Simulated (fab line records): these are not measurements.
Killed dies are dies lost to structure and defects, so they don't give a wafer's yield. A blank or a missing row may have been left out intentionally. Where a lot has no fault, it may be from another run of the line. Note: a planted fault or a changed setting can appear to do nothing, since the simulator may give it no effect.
The tool behind it: which one? ; flow nand-harc ; 24 lots with 72 wafers sampled at 6 steps, on a route of 1302 steps

WHAT THE GAUGES SHOWED, per wafer
No reading from a measuring or inspecting step in the record can be judged against a usual standard deviation.

WHAT TOOL EACH LOT RAN ON (gives the tool, then ch and the chambers of the sampled wafers, and finally the start)
lot;NHARC_A_STAIRCASE_DEP_156;NHARC_A_STAIRCASE_ETCH_17;NHARC_A_STAIRCASE_TRIM_18;NHARC_A_STAIRCASE_TRIM_20;NHARC_A_STAIRCASE_TRIM_189;NHARC_A_STAIRCASE_ETCH_199
L074;pecvd-03 ch 0,2, day 15 15:45;rie-diel-05 ch 0,1,2, day 15 20:36 or earlier;rie-diel-05 ch 0,1, day 15 20:36 or earlier;rie-diel-13 ch 0,1, day 15 20:36;rie-diel-05 ch 0,1, no start;rie-diel-05 ch 0,2,3, no start
L075;pecvd-02 ch 0,1,2, day 15 23:33;rie-diel-05 ch 0,1,2, day 16 03:44 or earlier;rie-diel-05 ch 1,3, day 16 03:44 or earlier;rie-diel-05 ch 2,3, day 16 03:44;rie-diel-05 ch 0,1, no start;rie-diel-05 ch 0,3, no start
L077;pecvd-04 ch 0,1, day 16 08:17;rie-diel-01 ch 0,3, day 16 12:16 or earlier;rie-diel-01 ch 2,3, day 16 12:16 or earlier;rie-diel-01 ch 2,3, day 16 12:16;rie-diel-01 ch 0,3, no start;rie-diel-05 ch 0,2, no start
L076;pecvd-02 ch 0,1, day 16 08:17;rie-diel-05 ch 0,3, day 16 12:21 or earlier;rie-diel-05 ch 0,3, day 16 12:21 or earlier;rie-diel-05 ch 1,2, day 16 12:21;rie-diel-05 ch 1,2, no start;rie-diel-13 ch 1,2, no start
L078;pecvd-02 ch 0,1,2, day 16 22:27;rie-diel-13 ch 0,1, day 17 02:08 or earlier;rie-diel-13 ch 1,2,3, day 17 02:08 or earlier;rie-diel-13 ch 0,1,3, day 17 02:08;rie-diel-05 ch 2,3, no start;rie-diel-13 ch 1,2,3, no start
L079;pecvd-03 ch 1,2, day 17 22:49;rie-diel-01 ch 2,3, day 18 05:29 or earlier;rie-diel-01 ch 0,3, day 18 05:29 or earlier;rie-diel-01 ch 0,1, day 18 05:29;rie-diel-01 ch 0,1, no start;rie-diel-13 ch 0,1,3, no start
L081;pecvd-03 ch 0,1,2, day 18 09:10;rie-diel-05 ch 0,1,3, day 18 12:58 or earlier;rie-diel-05 ch 0,2,3, day 18 12:58 or earlier;rie-diel-05 ch 0,2,3, day 18 12:58;rie-diel-01 ch 0,1,2, no start;rie-diel-01 ch 0,1,3, no start
L080;pecvd-03 ch 0,1, day 18 09:22;rie-diel-01 ch 2,3, day 18 13:19 or earlier;rie-diel-01 ch 0,2, day 18 13:19 or earlier;rie-diel-01 ch 1,3, day 18 13:19;rie-diel-13 ch 0,2,3, no start;rie-diel-13 ch 1,2,3, no start
L084;pecvd-04 ch 0,1,2, day 19 04:50;rie-diel-13 ch 1,2,3, day 19 09:47 or earlier;rie-diel-13 ch 0,2, day 19 09:47 or earlier;rie-diel-13 ch 1,2,3, day 19 09:47;rie-diel-01 ch 1,3, no start;rie-diel-01 ch 0,2, no start
L082;pecvd-04 ch 0,1,2, day 19 08:38;rie-diel-05 ch 0,1,2, day 19 15:01 or earlier;rie-diel-05 ch 0,1,3, day 19 15:01 or earlier;rie-diel-05 ch 0,2,3, day 19 15:01;rie-diel-13 ch 1,3, no start;rie-diel-05 ch 0,2,3, no start
L083;pecvd-04 ch 0,1,2, day 19 11:05;rie-diel-13 ch 0,1,3, day 19 17:42 or earlier;rie-diel-13 ch 0,1,3, day 19 17:42 or earlier;rie-diel-05 ch 1,2,3, day 19 17:42;rie-diel-13 ch 0,1,3, no start;rie-diel-13 ch 0,1,3, no start
L085;pecvd-02 ch 0,2, day 20 06:23;rie-diel-01 ch 0,1,2, day 20 10:29 or earlier;rie-diel-01 ch 0,1,2, day 20 10:29 or earlier;rie-diel-01 ch 1,2, day 20 10:29;rie-diel-01 ch 0,2, no start;rie-diel-13 ch 0,1,3, no start
L086;pecvd-02 ch 0,1,2, day 20 06:35;rie-diel-05 ch 0,1, day 20 10:40 or earlier;rie-diel-05 ch 0,3, day 20 10:40 or earlier;rie-diel-05 ch 0,1, day 20 10:40;rie-diel-05 ch 1,3, no start;rie-diel-01 ch 0,2,3, no start
L087;pecvd-03 ch 0,1,2, day 21 02:49;rie-diel-05 ch 1,2, day 21 06:47 or earlier;rie-diel-05 ch 0,1,3, day 21 06:47 or earlier;rie-diel-05 ch 0,1,3, day 21 06:47;rie-diel-05 ch 0,3, no start;rie-diel-05 ch 0,2,3, no start
L088;pecvd-04 ch 0,1, day 21 18:10;rie-diel-13 ch 1,3, day 21 22:17 or earlier;rie-diel-13 ch 1,3, day 21 22:17 or earlier;rie-diel-13 ch 1,2,3, day 21 22:17;rie-diel-05 ch 0,1, no start;rie-diel-13 ch 0,1,3, no start
L089;pecvd-03 ch 0,1, day 21 18:11;rie-diel-05 ch 1,2, day 21 21:55 or earlier;rie-diel-05 ch 1,2,3, day 21 21:55 or earlier;rie-diel-01 ch 0,1,2, day 21 21:55;rie-diel-01 ch 1,2, no start;rie-diel-01 ch 1,2,3, no start
L091;pecvd-02 ch 0,1,2, day 22 22:12;rie-diel-13 ch 0,1,3, day 23 05:58 or earlier;rie-diel-13 ch 1,2,3, day 23 05:58 or earlier;rie-diel-13 ch 0,1, day 23 05:58;rie-diel-05 ch 2,3, no start;rie-diel-01 ch 0,3, no start
L090;pecvd-03 ch 0,1,2, day 22 22:14;rie-diel-05 ch 0,3, day 23 06:04 or earlier;rie-diel-05 ch 1,2, day 23 06:04 or earlier;rie-diel-01 ch 2,3, day 23 06:04;rie-diel-13 ch 1,2,3, no start;rie-diel-13 ch 0,1,2, no start
L092;pecvd-02 ch 0,1,2, day 23 11:20;rie-diel-13 ch 0,1,3, day 23 15:09 or earlier;rie-diel-13 ch 0,1,2, day 23 15:09 or earlier;rie-diel-05 ch 0,2,3, day 23 15:09;rie-diel-13 ch 0,1,2, no start;rie-diel-05 ch 0,1,2, no start
L094;pecvd-02 ch 1,2, day 24 03:22;rie-diel-05 ch 0,3, day 24 07:17 or earlier;rie-diel-05 ch 1,3, day 24 07:17 or earlier;rie-diel-13 ch 0,2,3, day 24 07:17;rie-diel-13 ch 0,1,2, no start;rie-diel-05 ch 0,1,3, no start
L095;pecvd-02 ch 1,2, day 24 03:29;rie-diel-13 ch 2,3, day 24 08:19 or earlier;rie-diel-13 ch 0,1,2, day 24 08:19 or earlier;rie-diel-13 ch 0,1, day 24 08:19;rie-diel-13 ch 0,1, no start;rie-diel-05 ch 0,1,2, no start
L093;pecvd-02 ch 1,2, day 24 03:41;rie-diel-05 ch 0,2,3, day 24 08:55 or earlier;rie-diel-05 ch 1,2, day 24 08:55 or earlier;rie-diel-05 ch 0,1,2, day 24 08:55;rie-diel-13 ch 0,1,3, no start;rie-diel-13 ch 0,1, no start
L096;pecvd-02 ch 1,2, day 24 21:43;rie-diel-13 ch 0,1,3, day 25 01:41 or earlier;rie-diel-13 ch 0,1,3, day 25 01:41 or earlier;rie-diel-01 ch 0,2,3, day 25 01:41;rie-diel-13 ch 0,2,3, no start;rie-diel-13 ch 0,2,3, no start
L097;pecvd-04 ch 0,2, day 25 13:45;rie-diel-01 ch 0,1,2, day 25 18:22 or earlier;rie-diel-01 ch 1,2, day 25 18:22 or earlier;rie-diel-01 ch 0,2, day 25 18:22;rie-diel-13 ch 1,3, no start;rie-diel-05 ch 1,2,3, no start
- NHARC_A_STAIRCASE_DEP_156: deposits SiNx, target thk 50 nm.
- NHARC_A_STAIRCASE_ETCH_17: etches the open film in C4F8/O2, target depth 100 nm, time 40.5 s.
- NHARC_A_STAIRCASE_TRIM_18: chemistry O2, time 211.2 s.
- NHARC_A_STAIRCASE_TRIM_20: chemistry O2, time 211.2 s.
- NHARC_A_STAIRCASE_TRIM_189: chemistry O2, time 211.2 s.
- NHARC_A_STAIRCASE_ETCH_199: etches the open film in C4F8/O2, target depth 100 nm, time 40.5 s.

AS READ BY THE TOOLS THEMSELVES (means over the sampled wafers that have a number; for cases with no such wafer, the mark the record gives instead)
NHARC_A_STAIRCASE_DEP_156. Usual: heater-power-w 776 W, standard deviation 110.
lot;tool;heater-power-w (W);flag
L074;pecvd-03;551;
L075;pecvd-02;900;
L077;pecvd-04;780;
L076;pecvd-02;837;
L078;pecvd-02;876;
L079;pecvd-03;673;
L081;pecvd-03;677;
L080;pecvd-03;740;
L084;pecvd-04;795;
L082;pecvd-04;739;
L083;pecvd-04;757;
L085;pecvd-02;891;
L086;pecvd-02;857;
L087;pecvd-03;685;
L088;pecvd-04;857;
L089;pecvd-03;617;
L091;pecvd-02;825;
L090;pecvd-03;645;
L092;pecvd-02;811;
L094;pecvd-02;863;
L095;pecvd-02;837;
L093;pecvd-02;893;
L096;pecvd-02;933;
L097;pecvd-04;791;

NHARC_A_STAIRCASE_ETCH_17. Usual: oes-product-au 0.945 a.u., standard deviation 0.011; rf-vpp-V 895 V, standard deviation 6.1.
lot;tool;oes-product-au (a.u.);rf-vpp-V (V);flag
L074;rie-diel-05;0.945;896;
L075;rie-diel-05;0.945;895;
L077;rie-diel-01;0.938;896;
L076;rie-diel-05;0.958;901;
L078;rie-diel-13;0.940;890;
L079;rie-diel-01;0.951;898;
L081;rie-diel-05;0.946;898;
L080;rie-diel-01;0.956;898;
L084;rie-diel-13;0.943;892;
L082;rie-diel-05;0.945;893;
L083;rie-diel-13;0.928;891;
L085;rie-diel-01;0.946;901;
L086;rie-diel-05;0.942;900;
L087;rie-diel-05;0.936;888;
L088;rie-diel-13;0.942;893;
L089;rie-diel-05;0.935;887;
L091;rie-diel-13;0.942;890;
L090;rie-diel-05;0.939;900;
L092;rie-diel-13;0.953;890;
L094;rie-diel-05;0.954;901;
L095;rie-diel-13;0.945;893;
L093;rie-diel-05;0.950;896;
L096;rie-diel-13;0.955;889;
L097;rie-diel-01;0.947;900;

NHARC_A_STAIRCASE_TRIM_18. Usual: drypump-motor-current-A 5.6 A, standard deviation 0.4; mfc-ar-sccm 0.010 sccm, standard deviation 0.011; oes-product-au 1.002 a.u., standard deviation 0.0091; rf-vpp-V 57.8 V, standard deviation 0.87; showerhead-plenum-p-Torr 3.50 Torr, standard deviation 0.17; throttle-valve-pct 17.038 %, standard deviation 0.0091.
lot;tool;drypump-motor-current-A (A);mfc-ar-sccm (sccm);oes-product-au (a.u.);rf-vpp-V (V);showerhead-plenum-p-Torr (Torr);throttle-valve-pct (%);flag
L074;rie-diel-05;5.4;0.010;1.003;57.6;3.51;17.025;
L075;rie-diel-05;5.2;0.020;1.010;58.5;3.54;17.034;
L077;rie-diel-01;5.7;0.006;0.994;58.3;3.67;17.044;
L076;rie-diel-05;5.3;0.028;1.003;59.0;3.68;17.035;
L078;rie-diel-13;5.6;0.008;0.999;57.7;3.46;17.043;
L079;rie-diel-01;5.3;0.005;1.002;57.4;3.53;17.040;
L081;rie-diel-05;5.7;0.018;1.008;58.4;3.57;17.036;
L080;rie-diel-01;5.8;0.009;1.010;57.8;3.67;17.048;
L084;rie-diel-13;5.4;0.010;1.001;57.4;3.37;17.044;
L082;rie-diel-05;5.4;0.019;0.999;57.4;3.58;17.026;
L083;rie-diel-13;5.5;0.001;1.000;57.8;3.40;17.035;
L085;rie-diel-01;5.9;0.006;1.014;58.2;3.67;17.041;
L086;rie-diel-05;5.3;0.028;0.998;58.2;3.67;17.044;
L087;rie-diel-05;5.3;0.019;1.006;57.2;3.58;17.035;
L088;rie-diel-13;5.6;0.000;1.005;57.6;3.43;17.041;
L089;rie-diel-05;5.7;0.011;0.989;57.6;3.41;17.035;
L091;rie-diel-13;5.6;0.008;1.008;57.6;3.43;17.032;
L090;rie-diel-05;6.1;0.001;0.993;57.0;3.30;17.038;
L092;rie-diel-13;5.5;0.009;1.003;57.7;3.39;17.041;
L094;rie-diel-05;5.3;0.012;1.004;57.9;3.43;17.038;
L095;rie-diel-13;5.5;0.009;0.999;57.3;3.38;17.033;
L093;rie-diel-05;5.7;0.002;1.001;57.0;3.32;17.042;
L096;rie-diel-13;5.5;0.001;0.999;58.3;3.37;17.043;
L097;rie-diel-01;6.0;0.006;1.006;58.5;3.72;17.030;

NHARC_A_STAIRCASE_TRIM_20. Usual: drypump-motor-current-A 5.6 A, standard deviation 0.41; mfc-ar-sccm 0.009 sccm, standard deviation 0.011; oes-product-au 1.002 a.u., standard deviation 0.0081; rf-vpp-V 57.7 V, standard deviation 0.9; showerhead-plenum-p-Torr 3.52 Torr, standard deviation 0.17; throttle-valve-pct 17.037 %, standard deviation 0.0091.
lot;tool;drypump-motor-current-A (A);mfc-ar-sccm (sccm);oes-product-au (a.u.);rf-vpp-V (V);showerhead-plenum-p-Torr (Torr);throttle-valve-pct (%);flag
L074;rie-diel-13;5.5;0.001;0.998;57.1;3.40;17.032;
L075;rie-diel-05;5.6;0.019;1.006;57.9;3.52;17.038;
L077;rie-diel-01;5.4;0.003;0.997;58.3;3.58;17.041;
L076;rie-diel-05;5.7;0.002;0.999;57.4;3.35;17.033;
L078;rie-diel-13;5.5;0.001;0.998;58.2;3.41;17.048;
L079;rie-diel-01;5.7;0.005;1.007;57.4;3.61;17.040;
L081;rie-diel-05;5.7;0.018;0.998;58.5;3.57;17.033;
L080;rie-diel-01;5.8;0.000;1.005;57.3;3.66;17.044;
L084;rie-diel-13;5.6;0.008;1.000;57.3;3.45;17.030;
L082;rie-diel-05;5.8;0.018;0.996;58.1;3.56;17.035;
L083;rie-diel-05;5.7;0.011;1.002;57.8;3.42;17.031;
L085;rie-diel-01;6.1;0.006;1.004;57.9;3.73;17.041;
L086;rie-diel-05;5.4;0.010;1.005;57.4;3.49;17.040;
L087;rie-diel-05;5.4;0.019;1.011;58.2;3.58;17.038;
L088;rie-diel-13;5.6;0.008;0.998;57.5;3.44;17.034;
L089;rie-diel-01;5.9;0.006;1.006;57.6;3.66;17.037;
L091;rie-diel-13;5.4;0.001;1.000;57.2;3.33;17.040;
L090;rie-diel-01;5.4;0.003;1.011;57.6;3.55;17.038;
L092;rie-diel-05;5.7;0.018;0.995;56.8;3.55;17.026;
L094;rie-diel-13;5.5;0.009;1.003;57.5;3.40;17.045;
L095;rie-diel-13;5.5;0.001;1.001;57.2;3.36;17.037;
L093;rie-diel-05;5.8;0.009;1.004;57.5;3.45;17.040;
L096;rie-diel-01;5.5;0.006;0.995;57.5;3.57;17.036;
L097;rie-diel-01;5.8;0.009;0.995;59.2;3.65;17.032;

NHARC_A_STAIRCASE_TRIM_189. Usual: drypump-motor-current-A 5.6 A, standard deviation 0.37; mfc-ar-sccm 0.008 sccm, standard deviation 0.01; oes-product-au 1.003 a.u., standard deviation 0.0085; rf-vpp-V 57.6 V, standard deviation 0.93; showerhead-plenum-p-Torr 3.49 Torr, standard deviation 0.16; throttle-valve-pct 17.037 %, standard deviation 0.0096.
lot;tool;drypump-motor-current-A (A);mfc-ar-sccm (sccm);oes-product-au (a.u.);rf-vpp-V (V);showerhead-plenum-p-Torr (Torr);throttle-valve-pct (%);flag
L074;rie-diel-05;5.5;0.018;1.005;58.6;3.65;17.024;
L075;rie-diel-05;5.4;0.010;0.998;57.0;3.51;17.036;
L077;rie-diel-01;5.3;0.005;1.006;57.0;3.53;17.041;
L076;rie-diel-05;6.1;0.001;1.002;57.0;3.32;17.038;
L078;rie-diel-05;5.6;0.019;1.006;58.0;3.52;17.038;
L079;rie-diel-01;5.9;0.003;1.001;57.3;3.67;17.039;
L081;rie-diel-01;5.9;0.006;1.013;57.6;3.67;17.034;
L080;rie-diel-13;5.6;0.009;1.000;57.7;3.42;17.029;
L084;rie-diel-01;5.5;0.000;1.005;58.5;3.57;17.039;
L082;rie-diel-13;5.6;0.000;1.003;57.4;3.43;17.039;
L083;rie-diel-13;5.5;0.001;1.001;57.1;3.40;17.023;
L085;rie-diel-01;5.8;0.009;1.005;58.1;3.66;17.043;
L086;rie-diel-05;5.3;0.012;1.007;57.8;3.44;17.040;
L087;rie-diel-05;5.5;0.026;1.001;58.1;3.72;17.033;
L088;rie-diel-05;5.5;0.018;1.005;58.2;3.62;17.040;
L089;rie-diel-01;6.1;0.003;0.999;59.0;3.73;17.029;
L091;rie-diel-05;6.0;0.010;1.000;57.2;3.39;17.033;
L090;rie-diel-13;5.7;0.008;1.015;56.7;3.43;17.037;
L092;rie-diel-13;5.5;0.009;0.998;57.1;3.38;17.047;
L094;rie-diel-13;5.5;0.009;1.005;57.3;3.38;17.044;
L095;rie-diel-13;5.4;0.001;0.992;57.1;3.33;17.030;
L093;rie-diel-13;5.5;0.001;0.999;57.6;3.38;17.042;
L096;rie-diel-13;5.6;0.009;1.013;57.3;3.39;17.042;
L097;rie-diel-13;5.7;0.000;1.003;58.4;3.41;17.038;

NHARC_A_STAIRCASE_ETCH_199. Usual: oes-product-au 0.949 a.u., standard deviation 0.012; rf-vpp-V 895 V, standard deviation 6.1.
lot;tool;oes-product-au (a.u.);rf-vpp-V (V);flag
L074;rie-diel-05;0.955;898;
L075;rie-diel-05;0.962;901;
L077;rie-diel-05;0.964;899;
L076;rie-diel-13;0.942;894;
L078;rie-diel-13;0.954;893;
L079;rie-diel-13;0.953;891;
L081;rie-diel-01;0.951;899;
L080;rie-diel-13;0.940;893;
L084;rie-diel-01;0.957;902;
L082;rie-diel-05;0.941;898;
L083;rie-diel-13;0.932;890;
L085;rie-diel-13;0.957;891;
L086;rie-diel-01;0.969;898;
L087;rie-diel-05;0.938;897;
L088;rie-diel-13;0.945;891;
L089;rie-diel-01;0.952;900;
L091;rie-diel-01;0.934;894;
L090;rie-diel-13;0.948;891;
L092;rie-diel-05;0.953;893;
L094;rie-diel-05;0.935;898;
L095;rie-diel-05;0.955;893;
L093;rie-diel-13;0.935;889;
L096;rie-diel-13;0.955;891;
L097;rie-diel-05;0.953;899;

THE ANSWER, worked out from the rows above alone
Rule: lot off if the mean of its wafers having a number is beyond 3 standard deviations from the usual mean. Also off: a lot with no number at a reading for which 4 or more lots have one. Where the step has rows for the other lots, those lots are counted as sound. First the gauges in route order, then the tools' own readings, where a lot's mean is used as printed above. The first step at which some lot is off is used, and at that step the reading that is off furthest; a lot without a number counts as furthest.
No lot is off at any reading shown: from this, nothing can be told.

WHAT THE SIMULATOR HAD INSERTED
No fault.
